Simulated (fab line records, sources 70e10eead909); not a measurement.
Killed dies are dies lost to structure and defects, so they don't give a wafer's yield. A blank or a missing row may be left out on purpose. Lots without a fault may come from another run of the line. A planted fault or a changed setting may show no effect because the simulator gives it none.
fab line records | flow nand_harc
record lots=6 wafers=17 last_day=23
route steps=1159 shown A_BONDPAD@1074 END@1159
lots that met no fault: from a run of the same line without faults
start_h: hours from the record's first day to the start of the lot's first wafer shown | wait_h: hours since the lot's step before | " the same as in the row above | L1.1+2: a row that stands for several wafers | - no value, or no start given | * or withheld: withheld | < > ~ a bound
route shown NAME@n: a module of which the file shows steps, and the number in the route of the first | usual: mean/standard deviation of fault-free wafers | same: alike in all rows | chamber/n: place in a boat | sites: the reading at each site | _std_site: their standard deviation | _edge_site: outer sites' mean less inner sites' | radius_mm: how far each site lies from the wafer's centre | mask NAME#n: copy n | behind: the tool/chamber that last shaped the wafer | hold: why the lot was held/for how many hours/how that ended | device: the transistor (n, p or np) that didn't switch | end of line: the same wafers' tests at the end of the route | a step without rows: its recipe alone | killed: dies lost to structure and defects at the first sort, not the wafer's yield | map: a wafer's dies, x killed, . not, _ none there
set.NAME: the setting as run; set.NAME@STEP: as run at that earlier step | model.NAME: the simulator's own value behind a step, which no gauge read
lots at some steps of the route; a table a step, a row a wafer
services: from which hour (start_h, from the record's first day; less than 0 if before it) a tool's chamber was out of use, for how many hours, and why
## steps
# step NHARC_A_BONDPAD_HARDBAKE_10
# recipe temp_c=118 time_s=65
# step NHARC_A_BONDPAD_DESCUM_11
# recipe time_s=3 o2_flow_sccm=200 ar_flow_sccm=0 bias_power_w=0 chemistry=O2
# step NHARC_A_BONDPAD_ETCH_34
# recipe target_depth_a=600 overetch_a=180 time_s=65.91 ion_energy_ev=200 n2_flow_sccm=150 h2_flow_sccm=150 ar_flow_sccm=0 rf_w=400 bias_w=150 chemistry=N2/H2
# step NHARC_A_BONDPAD_ETCH_12
# recipe target_depth_a=2200 time_s=110 chf3_flow_sccm=50 o2_flow_sccm=10 ar_flow_sccm=200 rf_w=500 bias_w=200 chemistry=CHF3/O2
# usual drypump_motor_current_A=5.6/0.41 oes_product_au=0.949/0.025 rf_vpp_V=370.0/2.3 showerhead_plenum_p_Torr=2.38/0.098 throttle_valve_pct=20.571/0.0084
# columns lot.wafer tool chamber start_h wait_h drypump_motor_current_A oes_product_au rf_hours_counter_h rf_vpp_V showerhead_plenum_p_Torr throttle_valve_pct
L561.1 rie_diel-13 0 - - 5.3 0.925 52 368.0 2.26 20.574
L561.4 " 1 " " 6.3 0.923 52 371.3 2.35 20.573
L561.6 " 3 " " 5.4 0.914 - 373.0 2.55 20.563
L563.2 rie_diel-07 2 - - 5.4 0.986 1 366.4 2.28 20.586
L563.3 " 3 " " 6.1 0.964 1 368.1 2.35 20.583
L563.4 " 0 " " 5.2 0.962 1 371.2 2.52 20.568
L573.3 rie_diel-01 0 - - 4.9 0.933 30 373.8 2.50 20.565
L573.1 " 1 " " 5.1 0.923 30 368.3 2.30 20.554
L573.6 " 1 " " 5.1 0.926 - 368.6 2.30 20.569
L572.1 rie_diel-07 0 - - 5.2 0.984 2 373.4 2.52 20.568
L572.3 " 3 " " 6.1 0.980 2 370.3 2.35 20.589
L572.6 " 1 " " 6.0 0.959 - 372.8 2.44 20.582
L574.4 rie_diel-07 3 - - 6.1 0.909 3 369.0 2.35 20.543
L574.3 " 0 " " 5.2 0.909 3 373.8 2.52 20.570
L575.1 rie_diel-01 1 - - 5.0 0.986 1 367.8 2.30 20.579
L575.2 " 3 " " 5.9 0.984 1 367.1 2.25 20.574
L575.6 " 2 " " 5.3 0.968 - 367.0 2.26 20.582
# step NHARC_A_BONDPAD_CD_MEAS_13
# usual cd_nm=498.7/1.9
# columns lot.wafer tool chamber start_h wait_h cd_nm
L561.1 cd_sem-02 - 421.84 - 497.0
L561.4 " - " " 499.3
L561.6 " - " " 498.5
L563.2 cd_sem-01 - 444.12 - 496.8
L563.3 " - " " 497.7
L563.4 " - " " 496.6
L573.1 cd_sem-02 - 473.95 - 499.7
L573.3 " - " " 500.8
L573.6 " - " " 498.8
L572.1 cd_sem-01 - 475.06 - 500.5
L572.3 " - " " 498.7
L572.6 " - " " 498.3
L574.3 cd_sem-02 - 502.36 - 497.3
L574.4 " - " " 496.8
L575.1 cd_sem-01 - 508.48 - 500.8
L575.2 " - " " 497.2
L575.6 " - " " 497.7
# step NHARC_A_BONDPAD_STRIP_15
# recipe o2_flow_sccm=500 ar_flow_sccm=0 bias_w=0 chemistry=O2
# usual drypump_motor_current_A=5.6/0.42 oes_product_au=1.002/0.0072 rf_vpp_V=57.7/0.87 showerhead_plenum_p_Torr=3.48/0.14 throttle_valve_pct=17.036/0.0089
# columns lot.wafer tool chamber start_h wait_h drypump_motor_current_A oes_product_au rf_hours_counter_h rf_vpp_V showerhead_plenum_p_Torr throttle_valve_pct
L561.1 rie_diel-13 1 421.94 0.1 6.3 1.006 52 55.7 3.46 17.035
L561.4 " 2 " " 5.8 0.993 50 57.3 3.43 17.046
L561.6 " 0 " " 5.3 0.991 - 59.1 3.32 17.016
L563.4 rie_diel-01 2 444.23 0.1 5.4 1.008 22 58.3 3.33 17.046
L563.3 " 3 " " 5.9 1.006 22 57.3 3.31 17.027
L563.2 " 0 " " 4.8 1.001 20 57.8 3.67 17.053
L573.3 rie_diel-01 2 474.04 0.1 5.4 0.996 31 57.9 3.32 17.049
L573.1 " 0 " " 4.8 1.005 30 57.5 3.66 17.053
L573.6 " 1 " " 5.1 1.001 - 56.8 3.39 17.032
L572.3 rie_diel-07 1 475.15 0.1 6.0 1.002 2 59.2 3.58 17.029
L572.1 " 3 " " 6.1 0.994 2 57.1 3.45 17.045
L572.6 " 2 " " 5.4 1.007 - 57.4 3.36 17.031
L574.3 rie_diel-07 0 502.45 0.1 5.2 0.998 3 59.6 3.69 17.030
L574.4 " 1 " " 6.0 1.003 3 57.5 3.58 17.041
L575.2 rie_diel-07 0 508.59 0.1 5.2 1.009 3 58.8 3.69 17.036
L575.1 " 1 " " 6.0 1.018 3 57.7 3.58 17.047
L575.6 " 2 " " 5.4 1.017 - 56.8 3.36 17.033
# step NHARC_A_BONDPAD_ETCH_24
# recipe target_depth_a=300 over_etch_frac=0.3 time_s=72.99 ion_energy_ev=150 cf4_flow_sccm=50 n2_flow_sccm=100 ar_flow_sccm=150 rf_w=300 bias_w=100 chemistry=CF4/N2
# step NHARC_A_BONDPAD_STRIP_16
# recipe time_s=600 temp_c=30 chemistry=post_etch_residue_remover
# step NHARC_A_BONDPAD_DEGAS_25
# recipe temp_c=300 time_s=60
# usual heater_power_w=477/31
# columns lot.wafer tool chamber start_h wait_h heater_power_w
L561.4 pvd_sputter-01 - 422.47 - 508
L561.1 " - " " 469
L561.6 " - " " 536
L563.4 pvd_sputter-02 - 444.77 - 468
L563.2 " - " " 521
L563.3 " - " " 437
L573.1 pvd_sputter-01 - 474.60 - 501
L573.3 " - " " 423
L573.6 " - " " 506
L572.3 pvd_sputter-03 - 475.71 - 485
L572.1 " - " " 474
L572.6 " - " " 480
L574.4 pvd_sputter-03 - 502.98 - 475
L574.3 " - " " 484
L575.2 pvd_sputter-03 - 509.10 - 470
L575.1 " - " " 484
L575.6 " - " " 499
# step NHARC_A_BONDPAD_PRE_CLEAN_26
# recipe time_s=30 temp_c=280 gas=H2/He
# usual heater_power_w=418/27
# columns lot.wafer tool chamber start_h wait_h heater_power_w
L561.4 pvd_sputter-01 - - - 377
L561.1 " - " " 453
L561.6 " - " " 386
L563.3 pvd_sputter-02 - - - 411
L563.4 " - " " 384
L563.2 " - " " 432
L573.3 pvd_sputter-01 - - - 450
L573.1 " - " " 419
L573.6 " - " " 463
L572.1 pvd_sputter-03 - - - 413
L572.3 " - " " 387
L572.6 " - " " 391
L574.3 pvd_sputter-03 - - - 423
L574.4 " - " " 390
L575.2 pvd_sputter-03 - - - 384
L575.1 " - " " 412
L575.6 " - " " 416
# step NHARC_A_BONDPAD_PVD_17
# recipe target_thk_a=50 bias_v=168.6 power_w=15000 chamber_pressure_pa=0.12 time_s=8.06 substrate_temp_c=50 material=TaN
# step NHARC_A_BONDPAD_PVD_27
# recipe target_thk_a=300 chamber_pressure_pa=5 power_w=5000 substrate_temp_c=30 time_s=20.49 material=Cu
# usual throttle_valve_pct=30.2/0.6
# columns lot.wafer tool chamber start_h wait_h throttle_valve_pct
L561.4 pvd_sputter-01 - - - 31.0
L561.1 " - " " 30.2
L561.6 " - " " 30.5
L563.3 pvd_sputter-02 - - - 30.9
L563.4 " - " " 31.1
L563.2 " - " " 29.7
L573.1 pvd_sputter-01 - - - 30.4
L573.3 " - " " 30.6
L573.6 " - " " 30.5
L572.3 pvd_sputter-03 - - - 30.1
L572.1 " - " " 30.6
L572.6 " - " " 29.4
L574.3 pvd_sputter-03 - - - 29.8
L574.4 " - " " 29.6
L575.2 pvd_sputter-03 - - - 29.6
L575.1 " - " " 29.5
L575.6 " - " " 30.7
# step NHARC_A_BONDPAD_ECD_18
# recipe target_thk_a=4000 bath_temp_c=25 material=Cu
# usual bath_heat_duty_pct=6.5/0.86
# columns lot.wafer tool chamber start_h wait_h bath_heat_duty_pct
L561.1 ecd_cu-02 0 422.88 - 6.2
L561.4 " 1 " " 6.6
L561.6 " 1 " " 6.5
L563.2 ecd_cu-01 1 445.21 - 6.1
L563.4 " 0 " " 7.6
L563.3 " 1 " " 6.4
L573.1 ecd_cu-01 1 475.16 - 5.3
L573.3 " 1 " " 5.9
L573.6 " 0 " " 7.5
L572.1 ecd_cu-02 0 476.06 - 5.4
L572.3 " 1 " " 6.4
L572.6 " 1 " " 5.9
L574.3 ecd_cu-02 1 503.44 - 7.0
L574.4 " 0 " " 6.6
L575.2 ecd_cu-01 1 509.48 - 6.2
L575.1 " 0 " " 8.5
L575.6 " 1 " " 6.5
# step NHARC_A_BONDPAD_ANNEAL_28
# recipe temp_c=225 time_s=90
# step NHARC_A_BONDPAD_CMP_19
# recipe t_overpolish_s=30 cu_recess_touch_s=16 target_thk_nm=169.8
# step NHARC_A_BONDPAD_THK_MEAS_20
# recipe thk_meas_gauge=xrf
# usual thk_nm=169.5/1.4
# columns lot.wafer tool chamber start_h wait_h thk_nm
L561.1 film_metro-02 - 423.89 - 166.6
L561.4 " - " " 169.2
L561.6 " - " " 169.2
L563.2 film_metro-02 - 446.52 - 169.7
L563.3 " - " " 171.1
L563.4 " - " " 168.6
L573.1 film_metro-01 - 476.36 - 170.1
L573.3 " - " " 168.9
L573.6 " - " " 168.8
L572.1 film_metro-02 - 477.11 - 170.2
L572.3 " - " " 111.5
L572.6 " - " " 167.3
L574.3 film_metro-01 - 504.40 - 112.8
L574.4 " - " " 118.5
L575.1 film_metro-02 - 510.53 - 169.0
L575.2 " - " " 168.2
L575.6 " - " " 169.0
# step NHARC_A_BONDPAD_SRD_21
# recipe time_s=30 temp_c=23 dry_time_s=20 spin_rpm=1500
# step NHARC_END_SORT_01
# recipe temp_c=25
# usual defect_limited_yield=95.6/1.4 killed_at_array=25/9.2 killed_at_other=0.8/1.2 killed_at_periphery=3.9/2.6 killed_dies=30/9.7 killed_open=3.4/1.9 killed_short=2.0/1.4 sort_bin_2_pct=1.4/0.62 sort_bin_3_pct=0.24/0.2 sort_bin_4_pct=2.8/0.92 sort_n_pass=647/9.7 sort_rim_yield_pct=94/3.3 sort_yield_pct=95.6/1.4
# same gross_dies=677 sort_bin_5_pct[%]=0 sort_bin_6_pct[%]=0 sort_bin_7_pct[%]=0 sort_bin_8_pct[%]=0 sort_rim_n_gross=106.00
# columns lot.wafer tool chamber start_h wait_h defect_limited_yield[%] killed_at_array killed_at_other killed_at_periphery killed_dies killed_open killed_short sort_bin_2_pct[%] sort_bin_3_pct[%] sort_bin_4_pct[%] sort_n_pass sort_rim_yield_pct[%] sort_yield_pct[%]
L561.1 prober-02 0 459.21 2.5 96.0 23 0 4 27 3 1 1.5 0.15 2.4 650 95 96.0
L561.4 prober-02 0 461.59 3.4 96.3 20 0 5 25 3 1 1.0 0.44 2.2 652 100 96.3
L561.6 prober-02 0 463.17 4.0 96.2 23 2 1 26 6 0 1.5 0.30 2.1 651 94 96.2
L563.2 prober-02 0 476.46 2.8 93.2 37 0 9 46 8 3 1.6 0.74 4.4 631 95 93.2
L563.3 prober-02 0 477.27 3.1 93.2 36 0 10 46 6 3 2.7 0.15 4.0 631 92 93.2
L563.4 prober-02 0 478.09 3.4 93.6 29 1 13 43 1 1 1.6 0.15 4.6 634 88 93.6
L573.1 prober-01 0 507.45 2.5 96.3 22 0 3 25 5 4 1.2 0 2.5 652 98 96.3
L573.3 prober-01 0 509.03 3.1 94.7 34 0 2 36 4 1 1.2 0.44 3.7 641 87 94.7
L573.6 prober-01 0 511.40 3.9 95.4 29 0 2 31 4 2 1.9 0.30 2.4 646 93 95.4
L572.3 prober-02 0 509.08 3.1 0 671 0 6 677 3 2 95.9 0.44 3.7 0 0 0
L575.1 prober-01 0 536.08 2.5 94.8 24 2 9 35 2 2 1.5 0.15 3.5 642 93 94.8
L575.2 prober-01 0 536.89 2.8 93.8 31 3 8 42 2 2 2.8 0 3.4 635 91 93.8
L575.6 prober-01 0 540.13 4.1 93.2 34 4 8 46 4 3 1.2 0 5.6 631 87 93.2
L574.3 prober-02 0 537.73 3.1 0 677 0 0 677 2 3 97.2 0.15 2.7 0 0 0
L574.4 prober-02 0 538.52 3.4 0 673 3 1 677 5 1 95.4 0.44 4.1 0 0 0
# killed by level:class
L561.1 A_CHANNEL_HOLE_D1:chamber_film_flake=8 A_CONTACT:chamber_film_flake=6 A_STAIRCASE:chamber_film_flake=3 A_SLIT:chamber_film_flake=2 P_CONTACT:geometric_particle:open=1 A_CHANNEL_FILL_D1:geometric_particle:open=1 A_CHANNEL_FILL_D1:geometric_particle:short=1 A_CONTACT:geometric_particle:open=1
L561.4 A_CHANNEL_HOLE_D1:chamber_film_flake=11 A_STAIRCASE:chamber_film_flake=3 P_GATE:chamber_film_flake=2 A_CONTACT:chamber_film_flake=2 P_CONTACT:geometric_particle:open=1 A_CHANNEL_FILL_D1:geometric_particle:short=1 A_CHANNEL_FILL_D1:geometric_particle:open=1 A_BLC:geometric_particle:open=1
L561.6 A_CHANNEL_HOLE_D1:chamber_film_flake=10 A_CONTACT:chamber_film_flake=4 A_STAIRCASE:chamber_film_flake=3 A_SLIT:chamber_film_flake=2 P_M0:geometric_particle:open=1 A_CHANNEL_FILL_D1:geometric_particle:open=1 A_SGD_CUT:geometric_particle:open=1 A_WL_FILL:geometric_particle:open=1
L563.2 A_CHANNEL_HOLE_D1:chamber_film_flake=11 A_SLIT:chamber_film_flake=8 A_CONTACT:chamber_film_flake=6 P_M2:chamber_film_flake=3 A_STAIRCASE:chamber_film_flake=3 P_CONTACT:geometric_particle:open=2 A_WL_FILL:geometric_particle:short=2 P_GATE:geometric_particle:open=1
L563.3 A_CHANNEL_HOLE_D1:chamber_film_flake=13 A_SLIT:chamber_film_flake=9 A_CONTACT:chamber_film_flake=5 P_M2:chamber_film_flake=4 A_STAIRCASE:chamber_film_flake=4 P_M0:geometric_particle:open=2 P_CONTACT:geometric_particle:open=1 P_M0:geometric_particle:short=1
L563.4 A_CHANNEL_HOLE_D1:chamber_film_flake=11 P_M2:chamber_film_flake=9 A_SLIT:chamber_film_flake=9 A_STAIRCASE:chamber_film_flake=5 A_CONTACT:chamber_film_flake=3 P_GATE:chamber_film_flake=2 P_CONTACT:geometric_particle:short=1 A_ONON_D1:geometric_particle:open=1
L573.1 A_SLIT:chamber_film_flake=5 A_STAIRCASE:chamber_film_flake=4 A_CHANNEL_HOLE_D1:chamber_film_flake=3 A_WL_FILL:chamber_film_flake=3 P_M0:geometric_particle:open=2 A_WL_FILL:geometric_particle:short=2 A_CHANNEL_HOLE_D1:geometric_particle:open=1 A_CHANNEL_FILL_D1:geometric_particle:short=1
L573.3 A_SLIT:chamber_film_flake=17 A_STAIRCASE:chamber_film_flake=6 A_CHANNEL_HOLE_D1:chamber_film_flake=4 P_M0:geometric_particle:open=2 A_WL_FILL:chamber_film_flake=2 A_CONTACT:chamber_film_flake=2 A_CHANNEL_HOLE_D1:geometric_particle:short=1 A_CHANNEL_HOLE_D1:geometric_particle:open=1
L572.3 A_BONDPAD:area_ecd=636 A_CHANNEL_HOLE_D1:chamber_film_flake=22 A_CONTACT:chamber_film_flake=5 P_GATE:chamber_film_flake=3 A_WL_FILL:chamber_film_flake=3 P_M0:chamber_film_flake=2 P_BONDPAD:geometric_particle:open=1 A_ONON_D1:geometric_particle:short=1
L573.6 A_SLIT:chamber_film_flake=8 A_STAIRCASE:chamber_film_flake=7 A_CHANNEL_HOLE_D1:chamber_film_flake=4 A_WL_FILL:chamber_film_flake=3 A_M0:geometric_particle:open=2 P_M2:geometric_particle:open=1 A_SGD_CUT:geometric_particle:short=1 A_WL_FILL:geometric_particle:short=1
L575.1 A_SLIT:chamber_film_flake=12 A_CONTACT:chamber_film_flake=5 A_CHANNEL_HOLE_D1:chamber_film_flake=4 P_GATE:geometric_particle:open=2 P_GATE:chamber_film_flake=2 P_M1:chamber_film_flake=2 THIN_TSV:chamber_film_flake=2 P_CONTACT:geometric_particle:short=1
L575.2 A_SLIT:chamber_film_flake=16 A_CHANNEL_HOLE_D1:chamber_film_flake=6 P_CONTACT:chamber_film_flake=5 A_CONTACT:chamber_film_flake=4 THIN_TSV:chamber_film_flake=3 P_M1:chamber_film_flake=2 P_CONTACT:geometric_particle:open=1 A_STAIRCASE:geometric_particle:short=1
L574.3 A_BONDPAD:area_ecd=648 A_CHANNEL_HOLE_D1:chamber_film_flake=10 A_SLIT:chamber_film_flake=10 A_CONTACT:chamber_film_flake=4 A_ONON_D1:geometric_particle:short=1 A_CHANNEL_FILL_D1:geometric_particle:open=1 A_CHANNEL_FILL_D1:geometric_particle:short=1 A_BLC:geometric_particle:open=1
L574.4 A_BONDPAD:area_ecd=624 A_CHANNEL_HOLE_D1:chamber_film_flake=22 A_SLIT:chamber_film_flake=16 A_CONTACT:chamber_film_flake=5 THIN_TSV:chamber_film_flake=3 P_STI:geometric_particle:short=1 A_ONON_D1:geometric_particle:open=1 A_CHANNEL_HOLE_D1:geometric_particle:open=1
L575.6 A_SLIT:chamber_film_flake=13 A_CONTACT:chamber_film_flake=7 A_ZERO_WELL:chamber_film_flake=5 A_CHANNEL_HOLE_D1:chamber_film_flake=4 THIN_TSV:chamber_film_flake=3 P_CONTACT:geometric_particle:open=2 P_GATE:chamber_film_flake=2 P_M1:chamber_film_flake=2
# map L572.3 (x killed, . not)
____________x____________
_________xxxxxxx_________
_______xxxxxxxxxxx_______
______xxxxxxxxxxxxx______
_____xxxxxxxxxxxxxxx_____
____xxxxxxxxxxxxxxxxx____
____xxxxxxxxxxxxxxxxx____
___xxxxxxxxxxxxxxxxxxx___
___xxxxxxxxxxxxxxxxxxx___
__xxxxxxxxxxxxxxxxxxxxx__
__xxxxxxxxxxxxxxxxxxxxx__
_xxxxxxxxxxxxxxxxxxxxxxx_
_xxxxxxxxxxxxxxxxxxxxxxx_
_xxxxxxxxxxxxxxxxxxxxxxx_
_xxxxxxxxxxxxxxxxxxxxxxx_
_xxxxxxxxxxxxxxxxxxxxxxx_
xxxxxxxxxxxxxxxxxxxxxxxxx
xxxxxxxxxxxxxxxxxxxxxxxxx
xxxxxxxxxxxxxxxxxxxxxxxxx
xxxxxxxxxxxxxxxxxxxxxxxxx
xxxxxxxxxxxxxxxxxxxxxxxxx
_xxxxxxxxxxxxxxxxxxxxxxx_
_xxxxxxxxxxxxxxxxxxxxxxx_
_xxxxxxxxxxxxxxxxxxxxxxx_
_xxxxxxxxxxxxxxxxxxxxxxx_
_xxxxxxxxxxxxxxxxxxxxxxx_
__xxxxxxxxxxxxxxxxxxxxx__
__xxxxxxxxxxxxxxxxxxxxx__
___xxxxxxxxxxxxxxxxxxx___
___xxxxxxxxxxxxxxxxxxx___
____xxxxxxxxxxxxxxxxx____
____xxxxxxxxxxxxxxxxx____
_____xxxxxxxxxxxxxxx_____
______xxxxxxxxxxxxx______
_______xxxxxxxxxxx_______
_________xxxxxxx_________
____________x____________
# map L574.3 (x killed, . not)
____________x____________
_________xxxxxxx_________
_______xxxxxxxxxxx_______
______xxxxxxxxxxxxx______
_____xxxxxxxxxxxxxxx_____
____xxxxxxxxxxxxxxxxx____
____xxxxxxxxxxxxxxxxx____
___xxxxxxxxxxxxxxxxxxx___
___xxxxxxxxxxxxxxxxxxx___
__xxxxxxxxxxxxxxxxxxxxx__
__xxxxxxxxxxxxxxxxxxxxx__
_xxxxxxxxxxxxxxxxxxxxxxx_
_xxxxxxxxxxxxxxxxxxxxxxx_
_xxxxxxxxxxxxxxxxxxxxxxx_
_xxxxxxxxxxxxxxxxxxxxxxx_
_xxxxxxxxxxxxxxxxxxxxxxx_
xxxxxxxxxxxxxxxxxxxxxxxxx
xxxxxxxxxxxxxxxxxxxxxxxxx
xxxxxxxxxxxxxxxxxxxxxxxxx
xxxxxxxxxxxxxxxxxxxxxxxxx
xxxxxxxxxxxxxxxxxxxxxxxxx
_xxxxxxxxxxxxxxxxxxxxxxx_
_xxxxxxxxxxxxxxxxxxxxxxx_
_xxxxxxxxxxxxxxxxxxxxxxx_
_xxxxxxxxxxxxxxxxxxxxxxx_
_xxxxxxxxxxxxxxxxxxxxxxx_
__xxxxxxxxxxxxxxxxxxxxx__
__xxxxxxxxxxxxxxxxxxxxx__
___xxxxxxxxxxxxxxxxxxx___
___xxxxxxxxxxxxxxxxxxx___
____xxxxxxxxxxxxxxxxx____
____xxxxxxxxxxxxxxxxx____
_____xxxxxxxxxxxxxxx_____
______xxxxxxxxxxxxx______
_______xxxxxxxxxxx_______
_________xxxxxxx_________
____________x____________
## services
# columns tool chamber start_h hours kind
rie_diel-07 - 405.20 9.0 pm
rie_diel-07 0 405.20 9.0 vent_cycle
rie_diel-07 1 405.20 9.0 vent_cycle
rie_diel-07 2 405.20 9.0 vent_cycle
rie_diel-07 3 405.20 9.0 vent_cycle
rie_diel-07 0 414.20 - clean
rie_diel-07 1 414.20 - clean
rie_diel-07 2 414.20 - clean
rie_diel-07 3 414.20 - clean
rie_diel-13 2 415.09 6.4 repair
rie_diel-01 0 422.42 2.4 repair
pvd_sputter-01 - 438.65 3.7 repair
rie_diel-07 0 438.70 - clean
rie_diel-07 1 438.70 - clean
rie_diel-07 2 438.70 - clean
rie_diel-07 3 438.70 - clean
ecd_cu-01 - 448.38 8.0 pm
rie_diel-13 - 453.00 9.0 pm
pvd_sputter-03 - 458.09 10.0 pm
rie_diel-07 0 463.20 - clean
rie_diel-07 1 463.20 - clean
rie_diel-07 0 483.94 3.2 repair
rie_diel-01 - 491.81 9.0 pm
rie_diel-13 2 494.78 4.1 repair
## key
first_sign step=NHARC_A_BONDPAD_THK_MEAS_20 reading=thk_nm direction=down sigmas=39 usual=169.5 struck=114.3
effect step=NHARC_END_SORT_01 reading=sort_bin_2_pct direction=up sigmas=99+ usual=1.4 struck=96.2
more_kills_born_at NHARC_A_BONDPAD_ECD_18@ecd_cu-02=1908
met_at NHARC_A_BONDPAD_ECD_18
struck_wafers L572.3,L574.3,L574.4
later_rows_left_out L572.3,L574.3,L574.4
onset_between 422.88 476.06
fault kind=process_parameter_drift tool=ecd_cu-02 chamber=- onset_h=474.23 steps=NHARC_A_BONDPAD_ECD_18 channel=target_thk_a offset=* shape=step end_h=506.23 scope=struck_wafers_only acts_in=* stated=*
# later_rows_left_out: the simulator's readings of these wafers behind a module that went badly wrong aren't trusted and aren't shown, but for the sort
